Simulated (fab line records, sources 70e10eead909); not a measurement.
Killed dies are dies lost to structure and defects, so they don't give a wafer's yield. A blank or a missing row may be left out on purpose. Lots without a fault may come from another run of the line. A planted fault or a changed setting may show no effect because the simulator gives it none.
Which tool did it? | flow nand_harc | 12 lots, 36 wafers sampled, at 5 steps of a route of 1302

WHAT THE GAUGES READ, wafer by wafer
NHARC_END_SORT_01. Usual: killed_at_array 58, standard deviation 15; killed_at_other 0.8, standard deviation 1.2; killed_at_periphery 3.5, standard deviation 2.5; killed_dies 62, standard deviation 15; killed_open 3.2, standard deviation 1.7; killed_short 2.4, standard deviation 1.5.
lot  | measured     | on        | killed_at_array | killed_at_other | killed_at_periphery | killed_dies | killed_open | killed_short | flag
L571 | day 25 19:09 | prober-02 | 675 671 671     | 1 2 2           | 1 4 4               | 677 677 677 | 2 0 3       | 0 3 1        | OFF
L572 | day 25 19:49 | prober-01 | 670 674 673     | 1 0 1           | 6 3 3               | 677 677 677 | 4 5 2       | 2 2 4        | OFF

WHICH TOOL RAN EACH LOT (tool, then ch and the chambers of the sampled wafers, then the start)
lot  | NHARC_A_CHANNEL_HOLE_D1_ETCH_33  | NHARC_A_CHANNEL_FILL_D1_ALD_14   | NHARC_A_CHANNEL_FILL_D1_CVD_18   | NHARC_A_CHANNEL_FILL_D1_STRIP_29
L570 | har_etch-02 ch 0,1, day 9 22:06  | ald_hk-01 ch 0,1,3, day 10 07:14 | lpcvd_poly-03 ch 0, day 10 22:17 | rie_diel-01 ch 0,1, day 11 18:47
L571 | har_etch-02 ch 0,1, day 10 08:59 | ald_hk-03 ch 0,1, day 10 18:01   | lpcvd_poly-03, day 11 09:01      | rie_diel-01 ch 0,1,2, day 25 19:09 or earlier
L572 | har_etch-02 ch 0,1, day 10 22:27 | ald_hk-04 ch 0,1,2, day 11 07:41 | lpcvd_poly-03, day 11 22:44      | rie_diel-01 ch 0,1, day 12 18:36
L576 | har_etch-01 ch 0,1, day 12 06:49 | ald_hk-04 ch 0,1, day 12 15:44   | lpcvd_poly-01 ch 0, day 13 06:31 | rie_diel-01 ch 0,2,3, day 14 02:09
L577 | har_etch-01 ch 0,1, day 12 22:47 | ald_hk-04 ch 0,1,2, day 13 09:05 | lpcvd_poly-03 ch 0, day 14 00:11 | rie_diel-05 ch 0,1,3, no start
L582 | har_etch-01 ch 0,1, day 14 17:01 | ald_hk-01 ch 0,3, day 15 03:10   | lpcvd_poly-03 ch 0, day 15 18:13 | rie_diel-13 ch 0,2, no start
L581 | har_etch-01 ch 0,1, day 15 01:08 | ald_hk-01 ch 1,2,3, day 15 10:29 | lpcvd_poly-03 ch 0, day 16 04:21 | rie_diel-13 ch 0,1,2, no start
L583 | har_etch-02 ch 0,1, day 15 14:42 | ald_hk-03 ch 0,1, day 16 01:38   | lpcvd_poly-01 ch 0, day 16 16:36 | rie_diel-01 ch 0,1,3, day 17 12:38
L585 | har_etch-02 ch 0,1, day 16 14:57 | ald_hk-04 ch 2,3, day 16 21:56   | lpcvd_poly-01 ch 0, day 17 12:41 | rie_diel-01 ch 0,1, no start
L588 | har_etch-01 ch 0, day 17 06:23   | ald_hk-04 ch 0,1,2, day 17 15:28 | lpcvd_poly-03 ch 0, day 18 06:21 | rie_diel-05 ch 0,2, no start
L590 | har_etch-01 ch 0,1, day 18 01:16 | ald_hk-01 ch 1,2,3, day 18 11:13 | lpcvd_poly-01 ch 0, day 19 02:03 | rie_diel-13 ch 1,2,3, no start
L589 | har_etch-02 ch 0, day 19 14:44   | ald_hk-03 ch 1,3, day 19 20:55   | lpcvd_poly-04 ch 0, day 20 11:46 | rie_diel-13 ch 0,1,2, no start
- NHARC_A_CHANNEL_HOLE_D1_ETCH_33: etches the open film in C4F8/O2/Ar, time 90 s, target depth 400 nm.
- NHARC_A_CHANNEL_FILL_D1_ALD_14: deposits SiO2, target thk 2.5 nm, pulse time 10 s, ald cycles 25.
- NHARC_A_CHANNEL_FILL_D1_CVD_18: deposits poly-Si, target thk 3 nm.
- NHARC_A_CHANNEL_FILL_D1_STRIP_29: strips in O2, time 20 s.

WHAT THE TOOLS THEMSELVES READ (means of the sampled wafers that have a number; where no wafer has one, the mark that the record gives instead)
NHARC_A_CHANNEL_HOLE_D1_ETCH_33. Usual: drypump_motor_current_A 5.59 A, standard deviation 0.14; mfc_ar_sccm 374.9 sccm, standard deviation 1.2; showerhead_plenum_p_Torr 3.69 Torr, standard deviation 0.097; throttle_valve_pct 27.620 %, standard deviation 0.0093.
lot  | tool        | drypump_motor_current_A (A) | mfc_ar_sccm (sccm) | showerhead_plenum_p_Torr (Torr) | throttle_valve_pct (%) | flag
L570 | har_etch-02 | 5.70                        | 375.0              | 3.78                            | 27.617                 |
L571 | har_etch-02 | 5.70                        | 375.7              | 3.77                            | 27.619                 |
L572 | har_etch-02 | 5.65                        | 373.7              | 3.76                            | 27.624                 |
L576 | har_etch-01 | 5.55                        | 375.4              | 3.68                            | 27.624                 |
L577 | har_etch-01 | 5.54                        | 374.8              | 3.68                            | 27.618                 |
L582 | har_etch-01 | 5.55                        | 373.8              | 3.67                            | 27.627                 |
L581 | har_etch-01 | 5.55                        | 374.8              | 3.66                            | 27.622                 |
L583 | har_etch-02 | 5.64                        | 374.1              | 3.72                            | 27.623                 |
L585 | har_etch-02 | 5.71                        | 377.2              | 3.72                            | 27.617                 |
L588 | har_etch-01 | 5.40                        | 373.5              | 3.51                            | 27.619                 |
L590 | har_etch-01 | 5.56                        | 373.5              | 3.64                            | 27.617                 |
L589 | har_etch-02 | 5.57                        | 373.3              | 3.67                            | 27.622                 |

NHARC_A_CHANNEL_FILL_D1_ALD_14. Usual: heater_power_w 477 W, standard deviation 47; precursor_pulse_height_rel 1.001, standard deviation 0.02.
lot  | tool      | heater_power_w (W) | precursor_pulse_height_rel | flag
L570 | ald_hk-01 | 495                | 0.993                      |
L571 | ald_hk-03 | 453                | 1.003                      |
L572 | ald_hk-04 | 476                | 1.024                      |
L576 | ald_hk-04 | 497                | 1.015                      |
L577 | ald_hk-04 | 470                | 0.997                      |
L582 | ald_hk-01 | 482                | 1.013                      |
L581 | ald_hk-01 | 500                | 0.994                      |
L583 | ald_hk-03 | 459                | 1.006                      |
L585 | ald_hk-04 | 453                | 1.009                      |
L588 | ald_hk-04 | 480                | 1.002                      |
L590 | ald_hk-01 | 511                | 1.002                      |
L589 | ald_hk-03 | 416                | 1.003                      |

NHARC_A_CHANNEL_FILL_D1_CVD_18. Usual: spike_tc_bottom_C 573.9 C, standard deviation 1.1; spike_tc_centre_C 551.9 C, standard deviation 1.3.
lot  | tool          | spike_tc_bottom_C (C) | spike_tc_centre_C (C) | flag
L570 | lpcvd_poly-03 | 574.8                 | 551.2                 |
L571 | lpcvd_poly-03 | -                     | -                     | OFF
L572 | lpcvd_poly-03 | -                     | -                     | OFF
L576 | lpcvd_poly-01 | 574.3                 | 553.1                 |
L577 | lpcvd_poly-03 | 574.1                 | 551.3                 |
L582 | lpcvd_poly-03 | 572.8                 | 550.9                 |
L581 | lpcvd_poly-03 | 573.9                 | 550.3                 |
L583 | lpcvd_poly-01 | 574.4                 | 553.1                 |
L585 | lpcvd_poly-01 | 574.2                 | 553.5                 |
L588 | lpcvd_poly-03 | 574.2                 | 549.9                 |
L590 | lpcvd_poly-01 | 574.0                 | 553.2                 |
L589 | lpcvd_poly-04 | 574.2                 | 552.2                 |

NHARC_A_CHANNEL_FILL_D1_STRIP_29. Usual: drypump_motor_current_A 5.8 A, standard deviation 0.46; mfc_ar_sccm 0.017 sccm, standard deviation 0.015; oes_product_au 0.998 a.u., standard deviation 0.008; rf_vpp_V 57.6 V, standard deviation 0.94; showerhead_plenum_p_Torr 3.49 Torr, standard deviation 0.12; throttle_valve_pct 17.036 %, standard deviation 0.01.
lot  | tool        | drypump_motor_current_A (A) | mfc_ar_sccm (sccm) | oes_product_au (a.u.) | rf_vpp_V (V) | showerhead_plenum_p_Torr (Torr) | throttle_valve_pct (%) | flag
L570 | rie_diel-01 | 5.8                         | 0.039              | 1.003                 | 57.5         | 3.50                            | 17.034                 |
L571 | rie_diel-01 | 6.0                         | 0.025              | 0.999                 | 58.3         | 3.54                            | 17.031                 |
L572 | rie_diel-01 | 5.8                         | 0.039              | 0.999                 | 57.8         | 3.50                            | 17.032                 |
L576 | rie_diel-01 | 6.1                         | 0.022              | 0.995                 | 58.2         | 3.58                            | 17.048                 |
L577 | rie_diel-05 | 5.7                         | 0.002              | 0.990                 | 57.2         | 3.52                            | 17.031                 |
L582 | rie_diel-13 | 5.0                         | 0.018              | 1.002                 | 57.3         | 3.49                            | 17.030                 |
L581 | rie_diel-13 | 5.1                         | 0.026              | 1.003                 | 57.5         | 3.44                            | 17.038                 |
L583 | rie_diel-01 | 6.0                         | 0.033              | 1.002                 | 57.9         | 3.48                            | 17.026                 |
L585 | rie_diel-01 | 5.8                         | 0.036              | 1.005                 | 57.3         | 3.44                            | 17.037                 |
L588 | rie_diel-05 | 6.0                         | 0.006              | 0.990                 | 57.5         | 3.51                            | 17.037                 |
L590 | rie_diel-13 | 5.5                         | 0.027              | 1.001                 | 57.9         | 3.42                            | 17.040                 |
L589 | rie_diel-13 | 5.1                         | 0.026              | 1.004                 | 57.4         | 3.44                            | 17.041                 |

THE ANSWER, worked out from the rows above alone
Rule: a lot is off if the mean of its wafers that have a number lies more than 3 standard deviations from the usual mean. A lot without any number at a reading at which 4 lots or more have one is off too. The other lots that the step has rows for count as sound. The gauges are gone through in route order, then the tools' own readings, and for those a lot's mean is taken as printed above. The first step at which some lot is off is used, and at that step the reading that is off furthest; a lot without a number counts as furthest.
Off: L571, L572, at NHARC_END_SORT_01 (killed_dies). Neither off nor sound, because the step has no rows for them: L570, L576, L577, L582, L581, L583, L585, L588, L590, L589.
A tool fits if, at a process step before that reading, it ran every lot that is off, and no sound lot after the first of them. The gauges at NHARC_END_SORT_01 aren't tried: what is off there is off at NHARC_A_CHANNEL_FILL_D1_CVD_18 too, on other tools, and a gauge's error can't cause that. NHARC_A_CHANNEL_FILL_D1_STRIP_29 gives no start for some lots, so the hours and the order of its lots are those of NHARC_END_SORT_01. Can't be told from this: 3 tools fit, har_etch-02 at NHARC_A_CHANNEL_HOLE_D1_ETCH_33, lpcvd_poly-03 at NHARC_A_CHANNEL_FILL_D1_CVD_18, rie_diel-01 at NHARC_A_CHANNEL_FILL_D1_STRIP_29.

WHAT THE SIMULATOR HAD PUT IN
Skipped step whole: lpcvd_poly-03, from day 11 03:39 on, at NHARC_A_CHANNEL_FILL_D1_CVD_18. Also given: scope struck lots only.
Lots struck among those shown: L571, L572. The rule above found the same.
